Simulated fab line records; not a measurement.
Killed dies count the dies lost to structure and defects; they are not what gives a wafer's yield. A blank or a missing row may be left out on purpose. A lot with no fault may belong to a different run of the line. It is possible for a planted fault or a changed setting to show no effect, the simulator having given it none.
The tool behind it: which one?	flow n5 finfet	at 1 step of a route of 1938, 11 lots with 32 wafers sampled

WHAT THE GAUGES SHOWED, per wafer
N5_BEOL_M9_INSPECT_58: inspects for defects (darkfield). Usual: raw defect count at 77, with a standard deviation of 23.
lot	measured	on	raw defect count	flag
L250	day 10 10:34	defect inspect-02	71 49	
L252	day 10 10:51	defect inspect-01	60 79 77	
L254	day 11 14:07	defect inspect-02	161 111 154	
L257	day 12 07:21	defect inspect-01	41 91 69	
L263	day 13 09:44	defect inspect-01	85 81 49	
L268	day 14 07:05	defect inspect-02	88 77 66	
L267	day 14 08:04	defect inspect-01	95 135 94	
L269	day 14 10:37	defect inspect-01	79 66 57	
L271	day 15 08:14	defect inspect-02	74 63 77	
L272	day 15 12:26	defect inspect-02	92 96 96	
L273	day 15 20:20	defect inspect-01	114 63 94	

TOOL THAT RAN EACH LOT (tool first, then ch and the chambers of the sampled wafers, then the start)
No process step before these readings appears in the record.

AS READ BY THE TOOLS THEMSELVES (means over the sampled wafers that have a number; for cases with no such wafer, the mark the record gives instead)
The record holds no such reading with a usual standard deviation.

THE ANSWER, worked out from the rows above alone
Rule: a lot is off if the mean of its wafers that have a number lies more than 3 standard deviations from the usual mean. Also off: a lot with no number at a reading for which 4 or more lots have one. All remaining lots with rows at the step are treated as sound. The gauges are gone through in route order, then the tools' own readings, and for those a lot's mean is taken as printed above. At the first step where some lot is off, the reading lying furthest off is the one used; lots without a number count as furthest.
No lot is off on any of the readings shown, so nothing can be concluded from this.

WHAT WAS PUT IN BY THE SIMULATOR
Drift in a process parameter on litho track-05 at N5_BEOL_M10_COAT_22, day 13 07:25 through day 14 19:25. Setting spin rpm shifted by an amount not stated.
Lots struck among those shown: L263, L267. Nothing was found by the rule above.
